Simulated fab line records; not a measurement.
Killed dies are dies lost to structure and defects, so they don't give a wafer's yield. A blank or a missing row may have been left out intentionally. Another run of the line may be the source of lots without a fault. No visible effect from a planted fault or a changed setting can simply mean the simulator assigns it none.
Problem report in the 8D (eight disciplines) form, filled by code || flow n5 finfet || the parts of the form that need people (team, actions taken, sign-off) are left out

== 1. THE PROBLEM ==
Mean of cd nm at N5_MOL_CONTACT_COAG_CD_MEAS_40: 17.01 nm across 2 wafers in 2 lots; on wafers with no fault it is 25.14 nm (standard deviation 0.21). Relative to the usual mean, that is a shift of -39 standard deviations.
The step: target cd 25.1 nm.
First seen on wafer L885.3, day 9 09:39, on cd sem-01. The record holds 26 wafers of 9 lots with a number at this step. Rule for "out", or "out of limits": more than 4 standard deviations from the usual mean. The other wafers with a number count as sound.

== 2. WHAT THIS IS AND IS NOT ==
{"question": "which readings at this step", "is": "cd nm", "is not": "-"}
{"question": "which lots", "is": "L885, L887", "is not": "L869, L875, L876, L877, L889, L890, L892"}
{"question": "which wafers of those lots", "is": "L885.3, L887.3", "is not": "L885.4, L885.6, L887.4"}
{"question": "read on which gauges", "is": "cd sem-01, cd sem-03", "is not": "cd sem-02"}
{"question": "when", "is": "from day 9 09:39", "is not": "up to then (14 sound wafers); but 10 sound wafers of L887, L889, L890, L892 came after"}

== 3. THE SUSPECTS, EACH WITH WHAT RULES IT OUT ==
Counting: any tool at a process step up to the reading remains a suspect provided it ran every lot that is out. Sound lots after the first of them don't rule it out here, since some wafers of a struck lot are sound.
- the gauge at N5_MOL_CONTACT_COAG_CD_MEAS_40 is ruled out. The wafers that are out were read on 2 gauges (cd sem-01, cd sem-03).
- euv scanner-02 at N5_MOL_CONTACT_COAG_EXPOSE_37 (exposes mask VD, defocus 0 nm): kept. It ran every lot that is out, first L885 (day 9 09:31); its last sound lot up to then is L877 (day 7 08:44).
Left after counting: euv scanner-02 at N5_MOL_CONTACT_COAG_EXPOSE_37.

== 4. THE CAUSE (what the simulator had put in) ==
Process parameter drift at N5_MOL_CONTACT_COAG_EXPOSE_37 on euv scanner-02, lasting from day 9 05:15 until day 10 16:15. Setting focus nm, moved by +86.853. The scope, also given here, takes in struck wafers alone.
Only this tool survived the counting.

== 5. THE EFFECT CHAIN, in route order ==
Each row: a reading whose mean over the struck wafers that have a number lies more than 3 standard deviations from the usual. Scope: only readings with a usual standard deviation given in the record; hours: median across lots of the time from each lot's start at the first step in this table that gives one to its start at this step; sigmas: change in usual standard deviations.
{"hours": 0, "step": "N5_MOL_CONTACT_COAG_CD_MEAS_40", "reading": "cd nm", "usual": "25.14 nm", "on struck wafers": 17.01, "change": -8.13, "sigmas": -39}
{"hours": 1, "step": "N5_MOL_CONTACT_COAG_CD_MEAS_101", "reading": "cd nm", "usual": "16.0 nm", "on struck wafers": 7.5, "change": -8.5, "sigmas": -26}
{"hours": 165, "step": "N5_PASSIVATION_PROBE_49", "reading": "defect limited yield", "usual": "91.0 %", "on struck wafers": 0.0, "change": -91.0, "sigmas": -61}
{"hours": 165, "step": "N5_PASSIVATION_PROBE_49", "reading": "killed at contacts", "usual": 13, "on struck wafers": 1087, "change": "+1074", "sigmas": "+99 or more"}
{"hours": 165, "step": "N5_PASSIVATION_PROBE_49", "reading": "killed dies", "usual": 106, "on struck wafers": 1180, "change": "+1074", "sigmas": "+63"}
{"hours": 165, "step": "N5_PASSIVATION_PROBE_49", "reading": "killed on rim", "usual": 14, "on struck wafers": 152, "change": "+138", "sigmas": "+32"}
{"hours": 165, "step": "N5_PASSIVATION_PROBE_49", "reading": "sort n pass", "usual": 1074, "on struck wafers": 0, "change": -1074, "sigmas": -63}
{"hours": 165, "step": "N5_PASSIVATION_PROBE_49", "reading": "sort yield pct", "usual": "91.0 %", "on struck wafers": 0.0, "change": -91.0, "sigmas": -61}
Its process steps:
- N5_PASSIVATION_PROBE_49

== 6. WHAT WOULD HAVE CAUGHT IT SOONER ==
4 hours passed between the start of the fault at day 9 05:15 and the first reading out of limits at a measuring or inspecting step in this record, taken at day 9 09:39.
Of the tool readings at N5_MOL_CONTACT_COAG_EXPOSE_37 for which the record gives a usual standard deviation, none was out on any struck wafer, so an alarm limit of 4 standard deviations on them would not have fired.
L887, from the lots that are out (2), started N5_MOL_CONTACT_COAG_EXPOSE_37 on euv scanner-02 later than day 9 09:39. Putting the tool on hold at that point would have spared it.
